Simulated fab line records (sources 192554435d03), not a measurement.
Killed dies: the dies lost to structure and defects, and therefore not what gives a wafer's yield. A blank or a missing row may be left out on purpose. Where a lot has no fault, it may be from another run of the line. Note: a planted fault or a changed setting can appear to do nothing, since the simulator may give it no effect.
Chamber matching + flow n5 finfet + 3 sister chambers for N5_BEOL_M5_ILD_DEP_00 on pecvd-04
The step deposits SiCOH lowk from DEMS/porogen, target thk 140.64 nm, time 25.9 s. 3 wafers are shown with their chamber, then 8 later ones without.

WAFERS, EACH WITH ITS CHAMBER
| wafer  | chamber | showerhead plenum p Torr (Torr) |
|--------|---------|---------------------------------|
| L081.4 | 0       | 5.695                           |
| L090.4 | 2       | 5.724                           |
| L091.2 | 1       | 5.724                           |

WAFERS WITH NO CHAMBER GIVEN
| wafer  | showerhead plenum p Torr (Torr) |
|--------|---------------------------------|
| L091.4 | 5.728                           |
| L091.5 | 5.698                           |
| L093.1 | 5.737                           |
| L093.2 | 5.688                           |
| L093.4 | 5.732                           |
| L096.2 | 5.750                           |
| L096.3 | 5.707                           |
| L096.5 | 5.752                           |

EACH ONE'S CHAMBER
| wafer  | from the rows above          | in truth |
|--------|------------------------------|----------|
| L091.4 | can't be placed: 1 or 2 or 0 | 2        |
| L091.5 | can't be placed: 0 or 1 or 2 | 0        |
| L093.1 | can't be placed: 1 or 2 or 0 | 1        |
| L093.2 | can't be placed: 0 or 1 or 2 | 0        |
| L093.4 | can't be placed: 1 or 2 or 0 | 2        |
| L096.2 | can't be placed: 1 or 2 or 0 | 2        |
| L096.3 | can't be placed: 0 or 1 or 2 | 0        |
| L096.5 | can't be placed: 1 or 2 or 0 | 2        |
0 of 8 placed correctly. Not placeable from these rows: 8 (in 8, the candidates include the true chamber). Wrongly placed: 0.
How it was worked out, from the rows above alone: a wafer's distance from a chamber is the root of the sum, over the readings, of the square of ((its reading less the chamber's mean) divided by the reading's scatter). If the next closest chamber is less than 2 further off than the closest, the wafer can't be placed; otherwise it belongs to the closest. For every chamber, the mean is computed from those of its wafers that are shown. The scatter: root of mean squared gap, hidden wafer to nearest shown wafer, with one shown wafer a chamber.
